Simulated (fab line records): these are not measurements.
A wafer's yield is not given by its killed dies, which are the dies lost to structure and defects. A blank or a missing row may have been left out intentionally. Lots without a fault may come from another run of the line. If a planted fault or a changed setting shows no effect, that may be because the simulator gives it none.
Split-lot study || flow n5Finfet || 21 wafers read across 7 lots, on a route 1938 steps long

== THE SPLIT ITSELF ==
At N5_FIN_SAQP_FIN_ETCH_36 (etches the open film in HBr/Cl2/O2, target depth 120 nm, time 50.4 s), the setting biasW was moved away from the recipe's 102 W on 7 of the 21 wafers read, by -17.5% to +12.4%. All remaining wafers had this setting at the recipe value.

== FROM THE SPLIT TO THE READING: what the file shows between them, 3 steps ==
- N5_FIN_SAQP_PRECLEAN_38: cleans in O3/DIW, time 45 s
- N5_FIN_SAQP_PRECLEAN_45: cleans in dHF, time 10 s
- N5_FIN_SAQP_SRD_39: time 30 s

== THE READING ==
trenchDepthNm, in nm, at N5_FIN_SAQP_OCD_MEAS_76. Fault-free wafers of this fab line usually give 119.5 nm, standard deviation 0.98 nm.

{"wafer": "L075.1", "tool, chamber at the split": "rieSi-01, 1", "biasW as run, W": 102, "against the recipe": "recipe", "trenchDepthNm, nm": 121.2, "against lot-mates on the recipe": "-"}
{"wafer": "L075.3", "tool, chamber at the split": "rieSi-01, 2", "biasW as run, W": 92.38, "against the recipe": "-9.4%", "trenchDepthNm, nm": 118.0, "against lot-mates on the recipe": -3.2}
{"wafer": "L075.4", "tool, chamber at the split": "rieSi-01, 0", "biasW as run, W": 92.38, "against the recipe": "-9.4%", "trenchDepthNm, nm": 118.1, "against lot-mates on the recipe": -3.1}
{"wafer": "L080.2", "tool, chamber at the split": "rieSi-03, 3", "biasW as run, W": 102, "against the recipe": "recipe", "trenchDepthNm, nm": 118.5, "against lot-mates on the recipe": "-"}
{"wafer": "L080.4", "tool, chamber at the split": "rieSi-03, 1", "biasW as run, W": 102, "against the recipe": "recipe", "trenchDepthNm, nm": 119.1, "against lot-mates on the recipe": "-"}
{"wafer": "L080.6", "tool, chamber at the split": "rieSi-03, 1", "biasW as run, W": 102, "against the recipe": "recipe", "trenchDepthNm, nm": 119.9, "against lot-mates on the recipe": "-"}
{"wafer": "L088.1", "tool, chamber at the split": "rieSi-02, 0", "biasW as run, W": 102, "against the recipe": "recipe", "trenchDepthNm, nm": 120.0, "against lot-mates on the recipe": "-"}
{"wafer": "L088.3", "tool, chamber at the split": "rieSi-02, 2", "biasW as run, W": 102, "against the recipe": "recipe", "trenchDepthNm, nm": 119.7, "against lot-mates on the recipe": "-"}
{"wafer": "L088.4", "tool, chamber at the split": "rieSi-02, 1", "biasW as run, W": 102, "against the recipe": "recipe", "trenchDepthNm, nm": 121.6, "against lot-mates on the recipe": "-"}
{"wafer": "L090.3", "tool, chamber at the split": "rieSi-01, 3", "biasW as run, W": 102, "against the recipe": "recipe", "trenchDepthNm, nm": 117.9, "against lot-mates on the recipe": "-"}
{"wafer": "L090.4", "tool, chamber at the split": "rieSi-01, 2", "biasW as run, W": 102, "against the recipe": "recipe", "trenchDepthNm, nm": 119.9, "against lot-mates on the recipe": "-"}
{"wafer": "L090.6", "tool, chamber at the split": "rieSi-01, 3", "biasW as run, W": 84.19, "against the recipe": "-17.5%", "trenchDepthNm, nm": 114.5, "against lot-mates on the recipe": -4.4}
{"wafer": "L091.3", "tool, chamber at the split": "rieSi-01, 3", "biasW as run, W": 102, "against the recipe": "recipe", "trenchDepthNm, nm": 120.1, "against lot-mates on the recipe": "-"}
{"wafer": "L091.5", "tool, chamber at the split": "rieSi-01, 3,0", "biasW as run, W": 102, "against the recipe": "recipe", "trenchDepthNm, nm": 119.4, "against lot-mates on the recipe": "-"}
{"wafer": "L091.6", "tool, chamber at the split": "rieSi-01, 3,0", "biasW as run, W": 102, "against the recipe": "recipe", "trenchDepthNm, nm": 120.0, "against lot-mates on the recipe": "-"}
{"wafer": "L093.2", "tool, chamber at the split": "rieSi-03, 0", "biasW as run, W": 102, "against the recipe": "recipe", "trenchDepthNm, nm": 118.9, "against lot-mates on the recipe": "-"}
{"wafer": "L093.3", "tool, chamber at the split": "rieSi-03, 2", "biasW as run, W": 92.72, "against the recipe": "-9.1%", "trenchDepthNm, nm": 116.6, "against lot-mates on the recipe": -2.3}
{"wafer": "L093.6", "tool, chamber at the split": "rieSi-03, 0", "biasW as run, W": 92.72, "against the recipe": "-9.1%", "trenchDepthNm, nm": 115.6, "against lot-mates on the recipe": -3.3}
{"wafer": "L095.2", "tool, chamber at the split": "rieSi-03, 2", "biasW as run, W": 102, "against the recipe": "recipe", "trenchDepthNm, nm": 120.2, "against lot-mates on the recipe": "-"}
{"wafer": "L095.3", "tool, chamber at the split": "rieSi-03, 1", "biasW as run, W": 114.6, "against the recipe": "+12.4%", "trenchDepthNm, nm": 123.8, "against lot-mates on the recipe": "+3.6"}
{"wafer": "L095.5", "tool, chamber at the split": "rieSi-03, 3", "biasW as run, W": 114.6, "against the recipe": "+12.4%", "trenchDepthNm, nm": 123.0, "against lot-mates on the recipe": "+2.8"}
When a row names more than one chamber, that row covers several wafers, and the file does not tell which wafer ran in which chamber.

FIT RESULTS
A straight line over all 21 wafers: trenchDepthNm changes by +0.294 nm for each +1% of biasW; r = +0.91; the points scatter about the line by 0.95 nm.
The same after taking each lot's own level away (the mean of its wafers on the recipe; 21 wafers): +0.277 nm for each +1%; r = +0.95; scatter 0.61 nm.
On that fit, the largest move of biasW shifts the reading by 4.8 nm.
Across the lots, their own levels run from 118.90 to 121.20 nm, a range of 2.3 times the standard deviation given above.
Consequently the slope shifts little with the lot-to-lot level, the two slopes agreeing.
Check: with one of the wafers moved furthest among these (-17.5%) left out of the fit, the line predicts -5.16 nm for it against its lot-mates. Against them it came out at -4.4 nm.

== THESE WAFERS: OTHER SPLITS ==
Other splits were also applied to these wafers ahead of the reading. Each is held against what the fit with the lots' levels taken away leaves over:
{"other split on the same wafers": "N5_ZERO_LAYER_COAT_05 spinRpm", "wafers away from the commonest value": 8, "r with trenchDepthNm (lot level and that fit taken away)": -0.08}
{"other split on the same wafers": "N5_ZERO_LAYER_EXPOSE_08 doseMj", "wafers away from the commonest value": 9, "r with trenchDepthNm (lot level and that fit taken away)": "+0.18"}
{"other split on the same wafers": "N5_WELL_APT_PEB_06 pebTimeS", "wafers away from the commonest value": 6, "r with trenchDepthNm (lot level and that fit taken away)": -0.05}
{"other split on the same wafers": "N5_WELL_APT_DEVELOP_07 developTimeS", "wafers away from the commonest value": 7, "r with trenchDepthNm (lot level and that fit taken away)": "+0.06"}
{"other split on the same wafers": "N5_FIN_SAQP_SPACER1_ALD_24 tempC", "wafers away from the commonest value": 7, "r with trenchDepthNm (lot level and that fit taken away)": "+0.08"}

== THE WHOLE CHAIN: every reading that the file lists as answering this split, in the file's order ==
{"step": "N5_FIN_SAQP_FIN_ETCH_36", "what it does": "etches the open film in HBr/Cl2/O2, target depth 120 nm, time 50.4 s", "reading": "FIN_SAQP.featureDepthNm (the simulator's own value, which no gauge read)", "change (the file's fit)": "+0.285 nm for each +1% of the setting", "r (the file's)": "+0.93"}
{"step": "N5_FIN_SAQP_FIN_ETCH_36", "what it does": "etches the open film in HBr/Cl2/O2, target depth 120 nm, time 50.4 s", "reading": "etch.depthNm (the simulator's own value, which no gauge read)", "change (the file's fit)": "+0.283 nm for each +1% of the setting", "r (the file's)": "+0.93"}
{"step": "N5_FIN_SAQP_OCD_MEAS_76", "what it does": "", "reading": "trenchDepthNm", "change (the file's fit)": "+0.271 nm for each +1% of the setting", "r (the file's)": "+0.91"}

== THE FILE'S OWN FIT ==
trenchDepthNm changes by +0.271 nm for each +1% of biasW, r = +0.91.
